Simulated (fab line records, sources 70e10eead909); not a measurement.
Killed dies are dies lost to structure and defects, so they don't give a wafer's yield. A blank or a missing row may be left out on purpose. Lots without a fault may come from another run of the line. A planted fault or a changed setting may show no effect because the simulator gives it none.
A struck lot beside a sound one | flow nand_harc | 15 steps out of a route of 1302
Sound: wafers L534.1, L534.3, L534.5. Struck: wafers L543.2, L543.3, L543.5. The cause comes at the end.
At each step with rows: each side's tool, then ch and its chambers, then its first start. Under that, the readings that differ: sound wafers | struck wafers | difference of the means | sigmas: that difference in standard deviations of wafers without a fault.
alike: readings whose means differ by less than 2 such deviations, and words and numbers that are the same on both sides. not compared: withheld readings, readings that some wafer has no value for, bounds like >300 that may hide the same value, and numbers for which the record gives no deviation and whose values overlap.
The two part at a step that has a row with sigmas, a row that says differs or no value, or rows on one side only. Numbers that don't overlap but have no deviation are shown without sigmas and don't part them. A reading that every wafer of one side lacks parts them only if that side has two wafers or more.

NHARC_P_GATE_INSPECT_28:
  sound on defect_inspect-01, day 5 22:05; struck on defect_inspect-02, day 9 20:53
  alike: raw_defect_count
NHARC_P_GATE_DESCUM_31: chemistry O2, time 3 s.
  sound on rie_diel-01 ch 1,2,3, day 5 22:08; struck on rie_diel-01 ch 0,2,3, day 9 20:58
  alike: chamber_pressure_mTorr, drypump_motor_current_A, mfc_ar_sccm, oes_product_au, rf_vpp_V, showerhead_plenum_p_Torr, throttle_valve_pct
  not compared: rf_hours_counter_h
NHARC_P_GATE_ETCH_104: etches the open film in CF4/CHF3, target depth 60 nm.
  sound on rie_diel-01 ch 0,2,3, day 5 22:14; struck on rie_diel-01 ch 2,3, day 9 21:02
  alike: chamber_pressure_mTorr, drypump_motor_current_A, mfc_ar_sccm, oes_product_au, rf_fwd_power_W, rf_vpp_V, showerhead_plenum_p_Torr, throttle_valve_pct
NHARC_P_GATE_HM_OPEN_105: chemistry O2/COS, target depth 360 nm.
  sound on rie_diel-01 ch 1,2; struck on rie_diel-01 ch 0,3
  reading                        | sound                | struck               | difference | sigmas
  chamber_pressure_mTorr (mTorr) | 19.969 19.946 19.992 | 20.048 19.965 20.018 | +0.041     | +2
  alike: drypump_motor_current_A, mfc_ar_sccm, oes_product_au, rf_fwd_power_W, rf_vpp_V, showerhead_plenum_p_Torr, throttle_valve_pct
  not compared: rf_hours_counter_h
then, 1 step without rows for these wafers: NHARC_P_GATE_STRIP_106 (strips in O2/COS).
NHARC_P_GATE_ETCH_114: etches the open film in CF4/O2, target depth 30 nm, overetch 3 nm, time 16.5 s.
  sound on rie_diel-01 ch 0,3; struck on rie_diel-01 ch 0,1,2
  alike: chamber_pressure_mTorr, drypump_motor_current_A, mfc_ar_sccm, oes_f_703_au, oes_product_au, rf_fwd_power_W, rf_vpp_V, showerhead_plenum_p_Torr, throttle_valve_pct
  not compared: rf_hours_counter_h
NHARC_P_GATE_ETCH_32: etches the open film in HBr/Cl2, target depth 150 nm, time 100.1 s.
  sound on rie_si-05 ch 0,1,3, day 5 22:38; struck on rie_si-03 ch 0,1, day 9 21:25
  alike: chamber_pressure_mTorr, drypump_motor_current_A, mfc_cl2_sccm, oes_product_au, rf_fwd_power_W, throttle_valve_pct
  not compared: rf_hours_counter_h
then, 1 step without rows for these wafers: NHARC_P_GATE_STRIP_108 (strips in O2).
NHARC_P_GATE_CD_MEAS_33:
  sound on cd_sem-01, day 5 22:58; struck on cd_sem-01, day 9 21:45
  alike: cd_nm
then, 3 steps without rows for these wafers: NHARC_P_GATE_STRIP_35 (strips in SPM, time 600 s); NHARC_P_GATE_PRECLEAN_73 (cleans in SC1); NHARC_P_GATE_SRD_74.
NHARC_P_GATE_ALD_36: deposits SiNx, target thk 20 nm, pulse time 60 s, ald cycles 223.
  sound on ald_sin-04 ch 0,2,3, day 6 01:32; struck on ald_sin-04 ch 1,3, day 9 22:17
  no value came back on the struck wafers for ald_cycles, heater_power_outer_w (W), heater_power_w (W), precursor_pulse_height_rel; on the sound wafers ald_cycles reads 223 223 223
then, 1 step without rows for these wafers: NHARC_P_GATE_ETCHBACK_37 (etches the open film in CHF3/O2, target depth 34.5 nm, time 17.2 s).
-- the record jumps here: 19 days lie between the struck wafers' starts before and after (it left off in module P_GATE and takes up again in module END, whose first step shown is number 1302 of the route) --
NHARC_END_SORT_01:
  the record has rows for the struck wafers here (prober-01 ch 0, day 28 15:31) and none for the sound ones

WHERE THEY PART
First at NHARC_P_GATE_HM_OPEN_105; last, within this record, at NHARC_END_SORT_01.

WHY: what the simulator had put in
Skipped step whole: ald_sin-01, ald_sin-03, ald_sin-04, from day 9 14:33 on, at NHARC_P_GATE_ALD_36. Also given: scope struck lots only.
